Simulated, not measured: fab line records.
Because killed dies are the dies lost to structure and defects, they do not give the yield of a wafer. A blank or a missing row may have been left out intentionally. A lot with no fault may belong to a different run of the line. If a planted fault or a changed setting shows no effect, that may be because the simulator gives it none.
Chamber matching + flow n5Finfet + N5_BEOL_M14_DESCUM_33 on rieDiel-03: 4 sister chambers
The step chemistry O2, time 7.9 s. 8 wafers are shown with their chamber, then 7 later ones without.

WAFERS PAIRED WITH THEIR CHAMBERS
| wafer  | chamber | drypumpMotorCurrentA (A) | throttleValvePct (%) |
|--------|---------|--------------------------|----------------------|
| L083.5 | 0       | 5.2                      | 20.15                |
| L083.6 | 1       | 5.5                      | 20.53                |
| L081.1 | 3       | 6.0                      | 20.66                |
| L081.5 | 3       | 5.9                      | 20.67                |
| L087.3 | 1       | 5.5                      | 20.57                |
| L087.5 | 2       | 5.0                      | 20.86                |
| L089.1 | 0       | 5.2                      | 20.17                |
| L089.5 | 2       | 5.0                      | 20.85                |

WAFERS MISSING THEIR CHAMBER
| wafer  | drypumpMotorCurrentA (A) | throttleValvePct (%) |
|--------|--------------------------|----------------------|
| L089.6 | 5.5                      | 20.58                |
| L088.1 | 5.2                      | 20.20                |
| L088.4 | 5.9                      | 20.70                |
| L088.5 | 5.2                      | 20.18                |
| L094.1 | 6.0                      | 20.69                |
| L094.5 | 5.4                      | 20.13                |
| L094.6 | 5.0                      | 20.86                |

EACH ONE'S CHAMBER
| wafer  | from the rows above | in truth                   |
|--------|---------------------|----------------------------|
| L089.6 | 1                   | 1                          |
| L088.1 | 0                   | 0                          |
| L088.4 | 3                   | 3                          |
| L088.5 | 0                   | 0                          |
| L094.1 | 3                   | 3                          |
| L094.5 | 0                   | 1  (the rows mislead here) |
| L094.6 | 2                   | 2                          |
Correctly placed: 6 of 7. Number that these rows cannot place: 0. Wrongly placed: 1.
How it was worked out, from the rows above alone: a wafer's distance from a chamber is the root of the sum, over the readings, of the square of ((its reading less the chamber's mean) divided by the reading's scatter). The wafer belongs to the nearest chamber; if the next one is less than 2 further off, it can't be placed. A chamber's mean is the mean of its shown wafers. The scatter: take each reading less its chamber's mean, square it, sum over the shown wafers, divide by the number of wafers less the number of chambers, and take the root.
